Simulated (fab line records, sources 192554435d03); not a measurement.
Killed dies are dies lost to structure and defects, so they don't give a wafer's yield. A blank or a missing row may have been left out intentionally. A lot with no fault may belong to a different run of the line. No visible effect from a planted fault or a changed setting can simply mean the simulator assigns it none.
One fault seen from 2 desks || flow n5Finfet || only its own numbers are on each desk; what lay behind them is given at the end

## FROM THE METROLOGY DESK
What the gauges read for every lot (on any tool): the sampled wafers with a number, averaged. The brackets show how far a lot's mean lies from the usual mean; more than 4 standard deviations puts the lot out of limits, marked OUT.
Columns: A = MIM_TOP_OVL at N5_MIM_TOP_LITHO_OVL_MEAS_11, usual -4 nm
{"lot": "L635", "first seen here": "day 13 19:58", "A": 1}
{"lot": "L637", "first seen here": "day 14 18:18", "A": -7}
{"lot": "L636", "first seen here": "day 15 05:45", "A": -4}
{"lot": "L634", "first seen here": "day 15 09:56", "A": -4}
{"lot": "L640", "first seen here": "day 15 14:04", "A": -10}
{"lot": "L645", "first seen here": "day 16 12:07", "A": -4}
{"lot": "L643", "first seen here": "day 16 18:30", "A": 1}
{"lot": "L646", "first seen here": "day 16 19:41", "A": -4}
{"lot": "L647", "first seen here": "day 17 15:18", "A": 0}
{"lot": "L648", "first seen here": "day 17 16:05", "A": -1}
{"lot": "L649", "first seen here": "day 18 04:35", "A": 6}
{"lot": "L652", "first seen here": "day 18 12:27", "A": -5}
{"lot": "L654", "first seen here": "day 19 18:29", "A": -8}
{"lot": "L655", "first seen here": "day 19 18:51", "A": -8}
This desk found nothing out of limits on any of the 14 lots.

## DESK OF THE TOOL OWNER: lithoTrack-04
The tool's own readings at N5_MIM_BOT_LITHO_DEVELOP_07 (develop time 60 s): means of the sampled wafers that have a number, for each lot that ran on this tool. The brackets show how far a lot's mean lies from the usual mean; more than 4 standard deviations puts the lot out of limits, marked OUT.
Columns: A = chillPlateTempC at N5_MIM_BOT_LITHO_DEVELOP_07, usual 22.99 C
{"lot": "L637", "first seen here": "day 14 18:55", "A": 23.07}
{"lot": "L645", "first seen here": "day 16 12:53", "A": 23.00}
{"lot": "L647", "first seen here": "day 17 16:00", "A": 22.93}
{"lot": "L652", "first seen here": "day 18 13:10", "A": 22.97}
This desk found nothing out of limits on any of the 4 lots.

## PUT TOGETHER
At the metrology desk, nothing out of limits was observed.
Nothing out of limits was seen by the tool owner's desk.

## WHAT THE SIMULATOR HAD PUT IN
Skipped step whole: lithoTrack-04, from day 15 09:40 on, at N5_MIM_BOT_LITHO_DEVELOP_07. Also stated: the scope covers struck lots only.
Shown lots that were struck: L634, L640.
